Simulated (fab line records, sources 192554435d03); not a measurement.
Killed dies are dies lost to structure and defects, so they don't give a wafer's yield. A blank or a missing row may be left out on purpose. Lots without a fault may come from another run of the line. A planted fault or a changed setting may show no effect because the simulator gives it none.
fab line records | flow n5_finfet
record lots=6 wafers=18 last_day=22
route steps=1938 shown BEOL_M14@1751 PASSIVATION@1936
lots that met no fault: from a run of the same line without faults
start_h: hours from the record's first day to the start of the lot's first wafer shown | wait_h: hours since the lot's step before | " the same as in the row above | L1.1+2: a row that stands for several wafers | - no value, or no start given | * or withheld: withheld | < > ~ a bound
route shown NAME@n: a module of which the file shows steps, and the number in the route of the first | usual: mean/standard deviation of fault-free wafers | same: alike in all rows | chamber/n: place in a boat | sites: the reading at each site | _std_site: their standard deviation | _edge_site: outer sites' mean less inner sites' | radius_mm: how far each site lies from the wafer's centre | mask NAME#n: copy n | behind: the tool/chamber that last shaped the wafer | hold: why the lot was held/for how many hours/how that ended | device: the transistor (n, p or np) that didn't switch | end of line: the same wafers' tests at the end of the route | a step without rows: its recipe alone | killed: dies lost to structure and defects at the first sort, not the wafer's yield | map: a wafer's dies, x killed, . not, _ none there
set.NAME: the setting as run; set.NAME@STEP: as run at that earlier step | model.NAME: the simulator's own value behind a step, which no gauge read
lots at some steps of the route; a table a step, a row a wafer
services: from which hour (start_h, from the record's first day; less than 0 if before it) a tool's chamber was out of use, for how many hours, and why
## steps
# step N5_BEOL_M14_ETCH_68
# recipe chemistry=N2/H2 target=SOC mask_material=SiARC source_w=3000 bias_w=350 temp_c=40 time_s=450 ion_energy_ev=200 pressure_mtorr=30 n2_flow_sccm=200 h2_flow_sccm=200
# usual drypump_motor_current_A=5.6/0.37 oes_product_au=0.83/0.084 rf_vpp_V=524.6/2.8 showerhead_plenum_p_Torr=2.57/0.098 throttle_valve_pct=17.79/0.23
# columns lot.wafer tool chamber start_h wait_h drypump_motor_current_A oes_product_au rf_hours_counter_h rf_vpp_V showerhead_plenum_p_Torr throttle_valve_pct
L855.1 rie_diel-04 3 289.38 0.1 5.1 0.95 18 525.8 2.59 17.69
L855.3 " 2 " " 5.1 0.67 249 523.4 2.49 17.86
L855.6 " 2 " " 5.2 0.68 - 523.5 2.49 17.85
L865.3 rie_diel-05 2 409.75 0.1 5.7 0.88 34 524.7 2.59 17.74
L865.4 " 2 " " 5.8 0.87 - 523.8 2.59 17.73
L865.5 " 1 " " 5.4 0.84 - 528.4 2.70 17.73
L874.2 rie_diel-04 1 477.25 0.1 5.6 0.78 141 520.0 2.44 18.04
L874.3 " 2 " " 5.2 0.85 54 522.5 2.47 17.47
L874.4 " 3 " " 5.1 0.85 80 523.3 2.57 17.82
L876.1 rie_diel-05 2 485.22 0.1 5.7 0.85 59 525.2 2.58 17.77
L876.2 " 0 " " 6.3 0.79 101 524.3 2.57 17.94
L876.5 " 0 " " 6.3 0.79 - 523.1 2.57 17.95
L862.2 rie_diel-04 1 490.53 0.1 5.5 0.77 146 520.5 2.44 18.08
L862.4 " 3 " " 5.1 0.85 84 524.2 2.56 17.80
L862.5 " 3 " " 5.1 0.83 - 525.6 2.56 17.82
L873.2 rie_diel-04 0 492.21 0.1 6.1 0.82 99 528.8 2.68 17.78
L873.3 " 2 " " 5.2 0.85 61 523.3 2.46 17.49
L873.6 " 2 " " 5.2 0.86 - 521.7 2.46 17.47
# step N5_BEOL_M14_STRIP_69
# recipe chemistry=N2/H2 temp_c=40 n2_flow_sccm=200 h2_flow_sccm=200 rf_frequency_hz=6e+07
# step N5_BEOL_M14_TRENCH_ETCH_34
# recipe chemistry=C4F8/O2/Ar target=SiO2 target_depth_a=5566.5 mask_material=SOC he_inner_torr=15 he_outer_torr=30 time_s=126.9 ion_energy_ev=800 pressure_mtorr=20 source_w=1905 bias_w=2040 Ar_flow_sccm=400 C4F8_flow_sccm=16 O2_flow_sccm=12
# usual C4F8_flow_sccm=15.99/0.046 drypump_motor_current_A=5.6/0.37 he_inner_torr=15.001/0.029 oes_o_777_au=0.83/0.081 oes_product_au=0.83/0.085 rf_vpp_V=2225/19 showerhead_plenum_p_Torr=3.46/0.12 throttle_valve_pct=30.90/0.16
# columns lot.wafer tool chamber start_h wait_h C4F8_flow_sccm drypump_motor_current_A he_inner_torr oes_o_777_au oes_product_au rf_hours_counter_h rf_vpp_V showerhead_plenum_p_Torr throttle_valve_pct
L855.1 rie_diel-04 3 289.66 0.0 15.97 5.1 14.997 0.94 0.94 18 2228 3.50 30.78
L855.3 " 2 " " 16.13 5.2 14.934 0.67 0.66 250 2205 3.39 30.99
L855.6 " 2 " " 15.98 5.2 14.951 0.67 0.67 - 2204 3.39 31.00
L865.3 rie_diel-05 2 410.02 0.0 15.99 5.8 14.977 0.88 0.89 34 2199 3.50 30.96
L865.4 " 2 " " 15.94 5.8 14.939 0.88 0.88 - 2199 3.50 31.00
L865.5 " 1 " " 15.95 5.4 15.026 0.84 0.84 - 2222 3.63 30.79
L874.2 rie_diel-04 1 477.52 0.0 16.00 5.6 15.057 0.78 0.79 141 2214 3.30 31.18
L874.3 " 2 " " 15.98 5.2 15.018 0.84 0.86 54 2203 3.36 30.73
L874.4 " 3 " " 16.00 5.1 15.015 0.84 0.85 80 2224 3.46 30.87
L876.1 rie_diel-05 2 485.49 0.0 16.02 5.8 14.985 0.85 0.84 59 2198 3.49 30.99
L876.2 " 0 " " 15.96 6.3 15.005 0.80 0.79 101 2263 3.45 30.92
L876.5 " 0 " " 15.95 6.3 15.014 0.79 0.79 - 2263 3.45 30.90
L862.2 rie_diel-04 1 490.80 0.0 16.00 5.5 15.035 0.78 0.78 146 2215 3.30 31.14
L862.4 " 3 " " 16.07 5.1 14.945 0.84 0.83 84 2225 3.46 30.85
L862.5 " 3 " " 15.93 5.1 14.934 0.84 0.83 - 2226 3.46 30.87
L873.2 rie_diel-04 0 492.48 0.0 15.99 6.1 15.001 0.81 0.82 99 2242 3.59 30.83
L873.3 " 2 " " 16.00 5.2 15.012 0.83 0.85 61 2201 3.35 30.74
L873.6 " 2 " " 16.02 5.1 14.995 0.83 0.85 - 2200 3.35 30.73
# step N5_BEOL_M14_STRIP_70
# recipe chemistry=C4F8/O2/Ar resist=SiARC rf_frequency_hz=6e+07
# step N5_BEOL_M14_OCD_MEAS_35
# usual trench_depth_nm=556/9
# columns lot.wafer tool chamber start_h wait_h trench_depth_nm
L855.1 ocd-02 - 289.81 0.0 559
L855.3 " - " " 539
L855.6 " - " " 541
L865.3 ocd-02 - 410.18 0.0 565
L865.4 " - " " 565
L865.5 " - " " 557
L874.2 ocd-02 - 477.68 0.0 553
L874.3 " - " " 568
L874.4 " - " " 566
L876.1 ocd-01 - 485.64 0.0 554
L876.2 " - " " 544
L876.5 " - " " 547
L862.2 ocd-02 - 490.96 0.0 550
L862.4 " - " " 560
L862.5 " - " " 563
L873.2 ocd-02 - 492.64 0.0 562
L873.3 " - " " 560
L873.6 " - " " 562
# step N5_BEOL_M14_STRIP_37
# recipe chemistry=O2 power_w=600 temp_c=60 pressure_mtorr=30 rf_frequency_hz=6e+07 bias_power_w=0 overash_fraction=0.3 o2_flow_sccm=225
# usual drypump_motor_current_A=5.7/0.36 oes_product_au=0.80/0.086 rf_vpp_V=3.5/0.87 showerhead_plenum_p_Torr=2.12/0.076 throttle_valve_pct=16.68/0.19
# columns lot.wafer tool chamber start_h wait_h drypump_motor_current_A oes_product_au rf_hours_counter_h rf_vpp_V showerhead_plenum_p_Torr throttle_valve_pct
L855.1 rie_diel-04 2 291.78 2.0 5.2 0.67 250 3.7 2.05 16.84
L855.3 " 0 " " 6.1 0.89 40 2.2 2.22 16.49
L855.6 " 0 " " 6.1 0.89 - 2.2 2.22 16.51
L865.3 rie_diel-04 1 414.85 4.7 5.6 0.80 119 4.0 2.02 16.91
L865.4 " 2 " " 5.2 0.88 - 3.4 2.04 16.40
L865.5 " 1 " " 5.6 0.79 - 5.1 2.01 16.90
L874.2 rie_diel-02 1 485.90 8.2 5.8 0.93 13 3.6 2.15 16.42
L874.3 " 0 " " 5.6 0.89 31 0.9 2.23 16.36
L874.4 " 2 " " 5.6 0.73 - 2.3 2.16 16.92
L876.1 rie_diel-02 1 489.24 3.6 5.7 0.92 14 1.9 2.15 16.40
L876.2 " 0 " " 5.6 0.89 32 4.6 2.23 16.34
L876.5 " 0 " " 5.6 0.90 - 4.1 2.23 16.37
L862.2 rie_diel-05 2 492.31 1.3 5.8 0.83 62 3.1 2.12 16.77
L862.4 " 2 " " 5.8 0.82 - 3.3 2.12 16.73
L862.5 " 1 " " 5.4 0.80 - 3.4 2.21 16.55
L873.2 rie_diel-02 0 492.69 0.1 5.6 0.91 34 3.2 2.23 16.37
L873.3 " 1 " " 5.8 0.93 16 1.7 2.15 16.42
L873.6 " 1 " " 5.8 0.93 - 3.8 2.15 16.45
# step N5_BEOL_M14_ETCH_38
# recipe chemistry=CF4/N2 target=SiCN target_depth_a=1065 taper_deg=2 time_s=120.6 ion_energy_ev=150 mask_material=SiO2 pressure_mtorr=40 source_w=430 bias_w=70 Ar_flow_sccm=100 cf4_flow_sccm=60 n2_flow_sccm=60
# step N5_BEOL_M14_PRECLEAN_39
# recipe chemistry=residue_remover time_s=60 temp_c=40
# step N5_BEOL_M14_SRD_40
# recipe time_s=30 temp_c=23 rinse_liquid=diw dry=n2_spin spin_rpm=1500 dry_time_s=30
# step N5_BEOL_M14_DEGAS_41
# recipe ambient=vacuum temp_c=300 time_s=60
# step N5_BEOL_M14_PRE_CLEAN_42
# recipe gas=H2/He time_s=30 temp_c=300
# usual heater_power_w=452/42
# columns lot.wafer tool chamber start_h wait_h heater_power_w
L855.1 pvd_sputter-02 - 292.16 0.0 443
L855.3 " - " " 515
L855.6 " - " " 501
L865.3 pvd_sputter-01 - 415.31 0.0 465
L865.4 " - " " 402
L865.5 " - " " 409
L874.2 pvd_sputter-01 - 486.59 0.0 463
L874.3 " - " " 397
L874.4 " - " " 469
L876.1 pvd_sputter-02 - 490.01 0.0 484
L876.2 " - " " 530
L876.5 " - " " 529
L862.2 pvd_sputter-02 - 492.85 0.0 472
L862.4 " - " " 413
L862.5 " - " " 410
L873.2 pvd_sputter-01 - 493.21 0.0 474
L873.3 " - " " 393
L873.6 " - " " 385
# step N5_BEOL_M14_SPUTTER_43
# recipe material=TaN target_thk_a=150 temp_c=50 bias_v=168.6 power_w=15000 chamber_pressure_pa=0.12 time_s=24.19
# step N5_BEOL_M14_SPUTTER_44
# recipe material=Ta target_thk_a=150 temp_c=50 bias_v=80 power_w=15000 chamber_pressure_pa=0.07 time_s=24.19
# usual cathode_dc_power_W=15000/2.6 throttle_valve_pct=29.5/0.96
# columns lot.wafer tool chamber start_h wait_h cathode_dc_power_W throttle_valve_pct model.Ta_of_BEOL_M14_SPUTTER_44.thk_nm
L855.1 pvd_sputter-02 - 292.28 0.0 15000 28.5 15
L855.3 " - " " 15002 31.0 15.2
L855.6 " - " " 15002 30.1 15.2
L865.3 pvd_sputter-01 - 415.43 0.0 15000 29.3 14.6
L865.4 " - " " 15000 31.2 14.8
L865.5 " - " " 15000 30.0 14.8
L874.2 pvd_sputter-01 - 486.71 0.0 19996 28.5 20
L874.3 " - " " 19993 29.9 20
L874.4 " - " " 19990 29.4 20
L876.1 pvd_sputter-02 - 490.13 0.0 15002 30.0 15
L876.2 " - " " 14999 30.9 14.8
L876.5 " - " " 15000 30.8 15
L862.2 pvd_sputter-02 - 492.97 0.0 15001 30.0 15.2
L862.4 " - " " 14994 28.6 15
L862.5 " - " " 15002 28.7 15
L873.2 pvd_sputter-01 - 493.33 0.0 19997 29.6 19.8
L873.3 " - " " 19998 31.3 19.6
L873.6 " - " " 19997 31.4 19.8
# step N5_BEOL_M14_SPUTTER_45
# recipe material=Cu target_thk_a=1000 temp_c=-20 bias_v=60 power_w=26000 chamber_pressure_pa=0.13 time_s=16.67
# usual cathode_dc_power_W=26000/5 throttle_valve_pct=29.5/0.97
# columns lot.wafer tool chamber start_h wait_h cathode_dc_power_W throttle_valve_pct
L855.1 pvd_sputter-02 - 292.36 0.0 26002 28.5
L855.3 " - " " 25999 31.1
L855.6 " - " " 26003 30.0
L865.3 pvd_sputter-01 - 415.51 0.0 26001 29.5
L865.4 " - " " 25997 31.4
L865.5 " - " " 26005 29.9
L874.2 pvd_sputter-01 - 486.79 0.0 25996 28.3
L874.3 " - " " 26001 30.1
L874.4 " - " " 26001 29.4
L876.1 pvd_sputter-02 - 490.21 0.0 26003 29.9
L876.2 " - " " 25996 31.2
L876.5 " - " " 26009 30.7
L862.2 pvd_sputter-02 - 493.05 0.0 25997 30.1
L862.4 " - " " 26012 28.9
L862.5 " - " " 26008 28.8
L873.2 pvd_sputter-01 - 493.41 0.0 26001 29.3
L873.3 " - " " 25997 31.2
L873.6 " - " " 26001 31.0
# step N5_BEOL_M14_ECD_47
# recipe material=Cu target_thk_a=12480
# step N5_BEOL_M14_ANNEAL_48
# recipe temp_c=225 time_s=90 ambient=N2
# step N5_BEOL_M14_CMP_49
# recipe stop_on=SiO2 t_overpolish_s=5.2 down_force_psi=2 platen_rpm=80 clearing_platen_down_force_psi=2 clearing_platen_rpm=80 post_cmp_clean=cu_alkaline target_thk_nm=560 clearing_platen_pad_velocity_m_s=1.5917 pad_velocity_m_s=1.5917
# usual barrier_field_endpoint_s=11.41/0.21 motor_current_A=8.2/0.84
# columns lot.wafer tool chamber start_h wait_h barrier_field_endpoint_s motor_current_A
L855.1 cmp-04 0 292.99 0.3 11.27 7.8
L855.3 " 2 " " 11.39 7.5
L855.6 " 1 " " 11.34 9.3
L865.3 cmp-01 3 416.15 0.2 11.23 9.0
L865.4 " 1 " " 11.17 6.5
L865.5 " 3 " " 11.36 9.3
L874.3 cmp-04 3 487.64 0.2 13.41 8.6
L874.2 " 0 " " 13.19 7.4
L874.4 " 1 " " 13.14 9.0
L876.1 cmp-03 2 490.85 0.3 11.49 7.4
L876.2 " 3 " " 11.58 8.8
L876.5 " 1 " " 11.59 8.0
L862.2 cmp-01 0 493.69 0.2 11.36 8.5
L862.4 " 1 " " 11.19 6.4
L862.5 " 3 " " 11.49 8.7
L873.3 cmp-03 0 494.56 0.2 12.96 7.8
L873.2 " 1 " " 13.23 8.2
L873.6 " 1 " " 13.22 8.2
# step N5_BEOL_M14_THK_MEAS_50
# recipe thk_meas_gauge=xrf reads=Cu_of_BEOL_M14_ECD_47
# usual M14_THK=546/9.1
# columns lot.wafer tool chamber start_h wait_h M14_THK[nm]
L855.1 film_metro-02 - 293.28 - 552
L855.3 " - " " 534
L855.6 " - " " 533
L865.3 film_metro-02 - 416.41 - 559
L865.4 " - " " 557
L865.5 " - " " 550
L874.2 film_metro-02 - 487.93 - 537
L874.3 " - " " 552
L874.4 " - " " 550
L876.1 film_metro-01 - 491.11 - 545
L876.2 " - " " 537
L876.5 " - " " 534
L862.2 film_metro-01 - 493.95 - 541
L862.4 " - " " 549
L862.5 " - " " 555
L873.2 film_metro-02 - 494.86 - 546
L873.3 " - " " 544
L873.6 " - " " 544
# step N5_PASSIVATION_PROBE_49
# usual defect_limited_yield=91.4/1.2 killed_at_M0_to_M3=34/10 killed_at_M4_up=14/5.1 killed_at_contacts=12/6.4 killed_at_front_end=38/9.3 killed_at_other=4/3 killed_dies=102/15 killed_on_rim=13/3.6 killed_open=67/12 killed_short=33/6.9 sort_bin_5_function=5.0/0.86 sort_bin_6_memory=3.2/0.58 sort_n_pass=1078/15 sort_yield_pct=91.4/1.2
# same gross_dies=1180 killed_at_back_side=0 sort_bin_4_leakage[%]=0 sort_bin_8_speed[%]=0
# columns lot.wafer tool chamber start_h wait_h defect_limited_yield[%] killed_at_M0_to_M3 killed_at_M4_up killed_at_contacts killed_at_front_end killed_at_other killed_dies killed_on_rim killed_open killed_short sort_bin_5_function[%] sort_bin_6_memory[%] sort_n_pass sort_yield_pct[%]
L865.3 prober-01 - 435.13 0.1 91.6 27 11 12 42 7 99 17 57 41 4.5 3.3 1081 91.6
L865.4 prober-01 - 435.18 0.2 91.4 33 17 8 43 0 101 11 74 27 5.2 3.1 1079 91.4
L865.5 prober-01 - 435.23 0.2 92.9 32 15 4 28 5 84 9 55 29 3.6 3.2 1096 92.9
# killed by level:class
L865.3 MOL_CONTACT_COAG:geometric_particle:open=11 FIN_SAQP:geometric_particle:short=10 BEOL_M0_SAQP:geometric_particle:open=7 GATE_CUT:geometric_particle:short=6 BEOL_M0_SAQP:geometric_particle:short=5 BEOL_M3:geometric_particle:open=5 STARTING-WAFER:geometric_particle:open=5 FIN_SAQP:geometric_particle:open=4
L865.4 STI_FIN_REVEAL:geometric_particle:open=12 BEOL_M4:geometric_particle:open=12 FIN_SAQP:geometric_particle:short=9 MOL_CONTACT_COAG:geometric_particle:open=8 BEOL_M2:geometric_particle:open=8 BEOL_M0_SAQP:geometric_particle:short=7 BEOL_M0_SAQP:geometric_particle:open=7 FIN_SAQP:geometric_particle:open=5
L865.5 BEOL_M4:geometric_particle:open=11 BEOL_M0_SAQP:geometric_particle:short=8 BEOL_M0_SAQP:geometric_particle:open=7 BEOL_M1:geometric_particle:open=6 STI_FIN_REVEAL:geometric_particle:open=5 FIN_SAQP:geometric_particle:short=4 DUMMY_GATE:geometric_particle:open=4 GATE_CUT:geometric_particle:short=4
## services
# columns tool chamber start_h hours kind
cmp-03 - 270.86 1.0 repair
cmp-01 - 278.77 2.6 repair
cmp-04 - 288.21 0.8 repair
cmp-01 - 298.90 1.8 repair
cmp-03 - 303.08 2.8 repair
cmp-04 - 303.73 2.6 repair
cmp-03 - 313.46 4.0 pm
rie_diel-05 1 333.99 5.9 repair
rie_diel-02 3 335.79 4.6 repair
cmp-03 - 336.82 3.6 repair
cmp-03 - 357.64 2.2 pm
rie_diel-04 3 382.33 7.4 repair
rie_diel-04 0 393.93 4.7 repair
cmp-01 - 397.99 2.2 repair
rie_diel-04 0 401.55 15.5 repair
cmp-01 - 409.36 4.0 pm
cmp-04 - 410.30 0.6 repair
cmp-03 - 416.98 0.5 repair
rie_diel-02 0 421.32 2.2 repair
cmp-01 - 428.67 26.7 repair
cmp-04 - 435.98 3.0 pm
pvd_sputter-01 - 437.04 27.5 repair
rie_diel-02 0 466.35 8.4 repair
rie_diel-05 3 471.18 44.2 repair
## key
first_sign step=N5_BEOL_M14_SPUTTER_44 reading=cathode_dc_power_W direction=up sigmas=99+ usual=* struck=*
effect step=N5_BEOL_M14_CMP_49 reading=barrier_field_endpoint_s direction=up sigmas=8.6 usual=11.41 struck=13.19
model_effect step=N5_BEOL_M14_SPUTTER_44 value=Ta_of_BEOL_M14_SPUTTER_44.thk_nm without=14.87 struck=19.87
met_at N5_BEOL_M14_SPUTTER_44
struck_wafers L873.2,L873.3,L873.6,L874.2,L874.3,L874.4
onset_between 415.43 486.71
fault kind=process_parameter_drift tool=pvd_sputter-01 chamber=- onset_h=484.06 steps=N5_BEOL_M14_SPUTTER_44 channel=power_w offset=* shape=step end_h=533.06 acts_in=* stated=*
